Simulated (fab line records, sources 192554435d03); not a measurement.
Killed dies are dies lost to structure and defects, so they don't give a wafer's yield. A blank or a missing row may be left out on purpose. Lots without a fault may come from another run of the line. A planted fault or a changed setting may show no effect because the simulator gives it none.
Split-lot experiment | flow n5_finfet | 7 lots, 39 wafers read, on a route of 1938 steps

THE SPLIT
At N5_BEOL_M10_DEP_56 (deposits SiCN from 3MS/NH3, target thk 15 nm, time 26.5 s), the setting time_s was moved away from the recipe's 26.5 s on 18 of the 39 wafers read, by -35.4% to +55.9%. The other wafers ran this setting at the recipe's value.

The reading is taken at the split's own step.

THE READING
SiCN_of_BEOL_M10_DEP_56.thk_nm (the simulator's own value, which no gauge read), in nm, at N5_BEOL_M10_DEP_56 (deposits SiCN from 3MS/NH3, target thk 15 nm, time 26.5 s). The file gives no usual value for it. The 21 wafers here that ran the recipe average 15.0 nm, standard deviation 0.19 nm.

wafer  | tool, chamber at the split | time_s as run, s | against the recipe | SiCN_of_BEOL_M10_DEP_56.thk_nm, nm | against lot-mates on the recipe
L075.1 | pecvd-04, 0                | 26.5             | recipe             | 14.8                               | -
L075.2 | pecvd-04, 1,0              | 34.26            | +29.3%             | 19.4                               | +4.3
L075.4 | pecvd-04, 1,0              | 34.26            | +29.3%             | 19.4                               | +4.3
L075.3 | pecvd-04, 1                | 34.26            | +29.3%             | 19.6                               | +4.5
L075.5 | pecvd-04, 0                | 26.5             | recipe             | 15.2                               | -
L075.6 | pecvd-04, 1                | 26.5             | recipe             | 15.4                               | -
L077.1 | pecvd-01, 2                | 35.79            | +35.1%             | 20                                 | +5.1
L077.2 | pecvd-01, 0                | 26.5             | recipe             | 14.8                               | -
L077.3 | pecvd-01, 1                | 26.5             | recipe             | 15                                 | -
L077.4 | pecvd-01, 1                | 26.5             | recipe             | 15                                 | -
L077.5 | pecvd-01, 2                | 35.79            | +35.1%             | 20.4                               | +5.5
L077.6 | pecvd-01, 0                | 35.79            | +35.1%             | 20.2                               | +5.3
L078.1 | pecvd-04, 2                | 17.13            | -35.4%             | 9.6                                | -5.3
L078.2 | pecvd-04, 1,0              | 26.5             | recipe             | 14.8                               | -
L078.3 | pecvd-04, 1,0              | 26.5             | recipe             | 14.8                               | -
L078.4 | pecvd-04, 2,0              | 17.13            | -35.4%             | 10                                 | -4.9
L078.6 | pecvd-04, 2,0              | 17.13            | -35.4%             | 10                                 | -4.9
L078.5 | pecvd-04, 1                | 26.5             | recipe             | 15.2                               | -
L083.1 | pecvd-01, 1                | 26.5             | recipe             | 14.8                               | -
L083.2 | pecvd-01, 0                | 41.31            | +55.9%             | 23                                 | +8.0
L083.3 | pecvd-01, 2                | 41.31            | +55.9%             | 23.2                               | +8.2
L083.4 | pecvd-01, 1                | 26.5             | recipe             | 15.2                               | -
L083.5 | pecvd-01, 2                | 41.31            | +55.9%             | 23.6                               | +8.6
L083.6 | pecvd-01, 0                | 26.5             | recipe             | 15                                 | -
L082.1 | pecvd-02, 1,2              | 40.23            | +51.8%             | 22.6                               | +7.6
L082.2 | pecvd-02, 1,2              | 40.23            | +51.8%             | 22.6                               | +7.6
L082.3 | pecvd-02, 0                | 40.23            | +51.8%             | 22                                 | +7.0
L082.4 | pecvd-02, 2                | 26.5             | recipe             | 15.2                               | -
L082.5 | pecvd-02, 1                | 26.5             | recipe             | 15                                 | -
L082.6 | pecvd-02, 0                | 26.5             | recipe             | 14.8                               | -
L085.1 | pecvd-02, 1                | 26.5             | recipe             | 15                                 | -
L085.2 | pecvd-02, 0                | 26.5             | recipe             | 14.8                               | -
L085.3 | pecvd-02, 2                | 17.96            | -32.2%             | 10.4                               | -4.6
L085.4 | pecvd-02, 2                | 17.96            | -32.2%             | 10.4                               | -4.6
L085.5 | pecvd-02, 0                | 17.96            | -32.2%             | 10                                 | -5.0
L085.6 | pecvd-02, 1                | 26.5             | recipe             | 15.2                               | -
L091.2 | pecvd-04, 2                | 26.5             | recipe             | 14.8                               | -
L091.5 | pecvd-04, 0                | 26.5             | recipe             | 15.2                               | -
L091.6 | pecvd-04, 2                | 26.5             | recipe             | 15                                 | -
Where a row lists several chambers, the file gives one row for several wafers and doesn't say which wafer went through which chamber.

THE FIT
A straight line over all 39 wafers: SiCN_of_BEOL_M10_DEP_56.thk_nm changes by +0.146 nm for each +1% of time_s; r = +1.00; the points scatter about the line by 0.21 nm.
The same after taking each lot's own level away (the mean of its wafers on the recipe; 39 wafers): +0.146 nm for each +1%; r = +1.00; scatter 0.21 nm.
On that fit, the largest move of time_s shifts the reading by 8.2 nm.
The lots' own levels span 14.93 to 15.13 nm, that is 1.1 times the standard deviation above.
So the lot-to-lot level changes the slope little: the two slopes agree.
Check: with one of the wafers moved furthest among these (+55.9%) left out of the fit, the line predicts +8.2 nm for it against its lot-mates. It came out at +8 nm against them.

OTHER SPLITS ON THESE WAFERS
These wafers also went through other splits before the reading. Each is held against what the fit with the lots' levels taken away leaves over:
other split on the same wafers           | wafers away from the commonest value | r with SiCN_of_BEOL_M10_DEP_56.thk_nm (lot level and that fit taken away)
N5_BEOL_M8_TRENCH_ETCH_37 target_depth_a | 9                                    | -0.09

THE FILE'S OWN FIT
SiCN_of_BEOL_M10_DEP_56.thk_nm changes by +0.146 nm for each +1% of time_s, r = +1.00.
